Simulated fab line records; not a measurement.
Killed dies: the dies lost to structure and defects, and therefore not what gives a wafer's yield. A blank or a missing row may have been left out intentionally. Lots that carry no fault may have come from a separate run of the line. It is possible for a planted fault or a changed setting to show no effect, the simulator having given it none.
Matching of chambers + flow nandHarc + 4 sister chambers for NHARC_A_STAIRCASE_TRIM_20 on rieDiel-13
The step chemistry O2, time 211.2 s. 20 wafers are shown with their chamber, then 10 later ones without.

== WAFERS WITH THEIR CHAMBER ==
| wafer  | chamber | showerheadPlenumPTorr (Torr) | drypumpMotorCurrentA (A) | oesProductAu (a.u.) |
|--------|---------|------------------------------|--------------------------|---------------------|
| L080.1 | 1       | 3.62                         | 6.0                      | 0.996               |
| L080.4 | 3       | 3.55                         | 5.9                      | 1.005               |
| L080.6 | 1       | 3.62                         | 6.0                      | 1.006               |
| L084.2 | 0       | 3.63                         | 5.9                      | 0.993               |
| L084.4 | 2       | 3.40                         | 5.8                      | 1.011               |
| L084.5 | 1       | 3.61                         | 5.9                      | 1.007               |
| L083.2 | 1       | 3.61                         | 5.9                      | 1.001               |
| L083.4 | 0       | 3.63                         | 5.9                      | 0.986               |
| L083.6 | 1       | 3.61                         | 6.0                      | 0.999               |
| L083.1 | 2       | 3.40                         | 5.8                      | 1.006               |
| L083.3 | 3       | 3.54                         | 5.9                      | 0.996               |
| L083.5 | 0       | 3.63                         | 5.9                      | 0.979               |
| L085.1 | 0       | 3.62                         | 5.8                      | 0.995               |
| L085.2 | 3       | 3.54                         | 5.9                      | 1.002               |
| L085.3 | 2       | 3.40                         | 5.8                      | 1.008               |
| L089.1 | 3       | 3.53                         | 5.9                      | 1.000               |
| L089.4 | 1       | 3.60                         | 5.9                      | 1.008               |
| L089.6 | 2       | 3.39                         | 5.8                      | 1.009               |
| L090.1 | 1       | 3.60                         | 5.9                      | 0.996               |
| L090.5 | 2       | 3.39                         | 5.8                      | 1.009               |

SIGNATURES (means of the wafers above)
| reading               | chamber 0 | chamber 1 | chamber 2 | chamber 3 | scatter within a chamber |
|-----------------------|-----------|-----------|-----------|-----------|--------------------------|
| showerheadPlenumPTorr | 3.6275    | 3.6100    | 3.3960    | 3.5400    | 0.00705                  |
| drypumpMotorCurrentA  | 5.875     | 5.943     | 5.800     | 5.900     | 0.0392                   |
| oesProductAu          | 0.98825   | 1.00186   | 1.00860   | 1.00075   | 0.00483                  |
Rule: a wafer's distance from a chamber is the root of the sum, over the readings, of the square of ((its reading less the chamber's mean) divided by the reading's scatter). If the next closest chamber is less than 2 further off than the closest, the wafer can't be placed; otherwise it belongs to the closest. The scatter is the square root of a quotient: the sum, over the shown wafers, of each reading's squared deviation from its chamber's mean, divided by wafers minus chambers.

== WAFERS MISSING THEIR CHAMBER ==
| wafer  | showerheadPlenumPTorr (Torr) | drypumpMotorCurrentA (A) | oesProductAu (a.u.) |
|--------|------------------------------|--------------------------|---------------------|
| L090.6 | 3.53                         | 5.9                      | 1.010               |
| L092.4 | 3.60                         | 5.9                      | 1.002               |
| L092.5 | 3.60                         | 6.0                      | 1.002               |
| L092.6 | 3.38                         | 5.8                      | 1.009               |
| L095.2 | 3.59                         | 6.0                      | 1.012               |
| L095.3 | 3.38                         | 5.8                      | 1.011               |
| L095.6 | 3.38                         | 5.8                      | 1.004               |
| L096.2 | 3.59                         | 5.9                      | 0.998               |
| L096.4 | 3.52                         | 5.9                      | 1.011               |
| L096.5 | 3.59                         | 5.9                      | 1.008               |

== CHAMBER TAKEN BY EACH ==
| wafer  | from the rows above | in truth |
|--------|---------------------|----------|
| L090.6 | 3                   | 3        |
| L092.4 | 1                   | 1        |
| L092.5 | 1                   | 1        |
| L092.6 | 2                   | 2        |
| L095.2 | 1                   | 1        |
| L095.3 | 2                   | 2        |
| L095.6 | 2                   | 2        |
| L096.2 | 1                   | 1        |
| L096.4 | 3                   | 3        |
| L096.5 | 1                   | 1        |
10 of 10 placed correctly. From these rows, 0 cannot be placed. Number placed wrongly: 0.
